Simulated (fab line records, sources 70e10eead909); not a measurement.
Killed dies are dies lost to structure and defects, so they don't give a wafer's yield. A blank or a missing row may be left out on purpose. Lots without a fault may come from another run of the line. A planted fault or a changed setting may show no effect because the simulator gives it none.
Which tool did it? | flow nand_harc | 6 lots, 16 wafers sampled, at 3 steps of a route of 1302

WHAT THE GAUGES READ, wafer by wafer
NHARC_A_ONON_D1_THK_MEAS_27: measures by ellipsometry.
lot  | measured     | on            | thk_nm (nm)
L439 | day 9 23:31  | film_metro-01 | 992 992 994
L441 | day 10 17:58 | film_metro-01 | 1006 1005 1006
L444 | day 12 05:03 | film_metro-01 | 1009 1009 1010
L448 | day 13 10:04 | film_metro-02 | 1000 1802
L451 | day 15 02:22 | film_metro-02 | 1811 1811
L457 | day 17 12:10 | film_metro-02 | 985 985 984

WHICH TOOL RAN EACH LOT (tool, then ch and the chambers of the sampled wafers, then the start)
lot  | NHARC_P_BONDPAD_PVD_27                  | NHARC_A_ONON_D1_DEP_25
L439 | pvd_sputter-01, day 9 23:04 or earlier  | pecvd_onon-03 ch 0, day 9 23:04
L441 | pvd_sputter-02, day 10 17:34 or earlier | pecvd_onon-04 ch 0, day 10 17:34
L444 | pvd_sputter-02, day 12 04:32 or earlier | pecvd_onon-02 ch 0, day 12 04:32
L448 | pvd_sputter-03, day 13 09:40 or earlier | pecvd_onon-02 ch 0, day 13 09:40
L451 | pvd_sputter-01, day 15 01:55 or earlier | pecvd_onon-02 ch 0, day 15 01:55
L457 | pvd_sputter-02, day 17 11:40 or earlier | pecvd_onon-03 ch 0, day 17 11:40
- NHARC_P_BONDPAD_PVD_27: deposits Cu, target thk 30 nm, time 20.49 s.
- NHARC_A_ONON_D1_DEP_25: target thk 1000 nm.

THE ANSWER, worked out from the rows above alone
Rule: what is usual is taken from the lots themselves. Put in order of their means at a reading, lots are off if they are a third of the lots or fewer, leave a main group of 4 or more, and stand apart from it by a gap of 3 or more times the standard deviation of the main group's means; of several such gaps the widest counts. A main group whose means are all the same, to the digits that the tables above print for the reading, isn't used. A lot without any number at a reading at which 4 lots or more have one is off too. The other lots that the step has rows for count as sound.
Off: L448, L451, at NHARC_A_ONON_D1_THK_MEAS_27 (thk_nm). The main group: mean 998 nm, standard deviation 9.9.
A tool fits if, at a process step before that reading, it ran every lot that is off, and no sound lot after the first of them. The gauges at NHARC_A_ONON_D1_THK_MEAS_27 are tried like those tools. NHARC_P_BONDPAD_PVD_27 gives no start for some lots, so the hours and the order of its lots are those of NHARC_A_ONON_D1_DEP_25. One fits: pecvd_onon-02 at NHARC_A_ONON_D1_DEP_25. Its last sound lot is L444 (day 12 04:32), its first lot that is off L448 (day 13 09:40): a fault that began between those two fits.

WHAT THE SIMULATOR HAD PUT IN
Process parameter drift: pecvd_onon-02, from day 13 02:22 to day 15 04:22, at NHARC_A_ONON_D1_DEP_25. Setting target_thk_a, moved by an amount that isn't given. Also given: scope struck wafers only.
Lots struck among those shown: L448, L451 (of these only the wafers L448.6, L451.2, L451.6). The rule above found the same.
